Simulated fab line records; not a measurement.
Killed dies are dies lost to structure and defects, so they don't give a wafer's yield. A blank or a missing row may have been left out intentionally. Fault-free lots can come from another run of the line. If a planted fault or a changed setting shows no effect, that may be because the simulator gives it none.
Lot-split experiment	flow n5 finfet	on a route of 1938 steps: 7 lots, 21 wafers read

## THE SPLIT
At N5_BEOL_M14_PEB_26 (peb time 90 s), the setting peb temp c was moved away from the recipe's 130 C on 6 of the 21 wafers read, by +0.8% to +2.7%. This setting was run at the recipe's value on the other wafers.

## FROM THE SPLIT TO THE READING: what the file shows between them, 2 steps
- N5_BEOL_M14_DEVELOP_27: develop time 45 s
- N5_BEOL_M14_HARDBAKE_32: time 120 s

## THE READING
At N5_BEOL_M14_CD_MEAS_28: cd nm in nanometres, against a target cd of 284.4 nm. On this fab line, fault-free wafers typically give 283.7 nm with a standard deviation of 1.5 nm.

wafer	tool, chamber at the split	peb temp c as run, C	against the recipe	cd nm, nm	against lot-mates on the recipe
L074.2	litho track-05, 0	130	recipe	282.9	-
L074.4	litho track-05, 0	130	recipe	284.3	-
L074.5	litho track-05, 0	130	recipe	285.5	-
L077.2	litho track-04, 0	130	recipe	284.8	-
L077.4	litho track-04, 0	133.2	+2.5%	300.6	+15.8
L077.6	litho track-04, 0	133.2	+2.5%	297.3	+12.5
L076.1	litho track-04, 0	132.5	+1.9%	295.4	+11.3
L076.2	litho track-04, 0	130	recipe	284.1	-
L076.6	litho track-04, 0	132.5	+1.9%	294.3	+10.2
L082.2	litho track-05, 0	130	recipe	282.1	-
L082.3	litho track-05, 0	130	recipe	282.8	-
L082.4	litho track-05, 0	131.1	+0.8%	287.3	+4.8
L083.1	litho track-05, 0	130	recipe	282.8	-
L083.3	litho track-05, 0	130	recipe	283.2	-
L083.4	litho track-05, 0	130	recipe	282.3	-
L090.1	litho track-05, 0	130	recipe	283.4	-
L090.2	litho track-05, 0	130	recipe	280.8	-
L090.6	litho track-05, 0	133.5	+2.7%	297.6	+15.5
L095.1	litho track-05, 0	130	recipe	283.3	-
L095.4	litho track-05, 0	130	recipe	285.7	-
L095.6	litho track-05, 0	130	recipe	285.3	-

FIT RESULTS
A straight line over all 21 wafers: cd nm changes by +5.85 nm for each +1% of peb temp c; r = +0.97; the points scatter about the line by 1.4 nm.
The same after taking each lot's own level away (the mean of its wafers on the recipe; 21 wafers): +5.71 nm for each +1%; r = +0.99; scatter 0.94 nm.
That fit puts the effect of the largest move of peb temp c on the reading at 15 nm.
Measured against the standard deviation above, the lots' own levels, which go from 282.10 to 284.80 nm, span 1.8 times it.
The two slopes agree, so the slope changes little with the lot-to-lot level.
Check: +15.3 nm against its lot-mates is what the line predicts for one of the wafers moved furthest among these (+2.7%) when that wafer is left out of the fit. It came out at +15.5 nm against them.

## THESE WAFERS: OTHER SPLITS
Other splits were also applied to these wafers ahead of the reading. Each is held against what the fit with the lots' levels taken away leaves over:
other split on the same wafers	wafers away from the commonest value	r with cd nm (lot level and that fit taken away)
N5_BEOL_M12_SPUTTER_43 time s	5	-0.24
N5_BEOL_M13_ILD_DEP_00 time s	6	+0.10
N5_BEOL_M14_ILD_DEP_00 time s	4	+0.10
N5_BEOL_M14_COAT_04 spin rpm	8	-0.11

## THE WHOLE CHAIN: every reading that the file lists as answering this split, in the file's order
step	what it does	reading	change (the file's fit)	r (the file's)
N5_BEOL_M14_CD_MEAS_28	target cd 284.4 nm	cd nm	+5.7 nm for each +1% of the setting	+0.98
N5_BEOL_M14_DESCUM_33	chemistry O2, time 7.9 s	BEOL_M14.cd nm (the simulator's own value, which no gauge read)	+5.68 nm for each +1% of the setting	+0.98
N5_BEOL_M14_ETCH_68	etches SOC in N2/H2, time 450 s	BEOL_M14.cd nm (the simulator's own value, which no gauge read)	+5.93 nm for each +1% of the setting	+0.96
N5_BEOL_M14_TRENCH_ETCH_34	etches SiO2 in C4F8/O2/Ar, target depth 556.65 nm, time 126.9 s	BEOL_M14.cd nm (the simulator's own value, which no gauge read)	+6.01 nm for each +1% of the setting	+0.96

## FILE'S OWN FIT
cd nm changes by +5.7 nm for each +1% of peb temp c, r = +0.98.
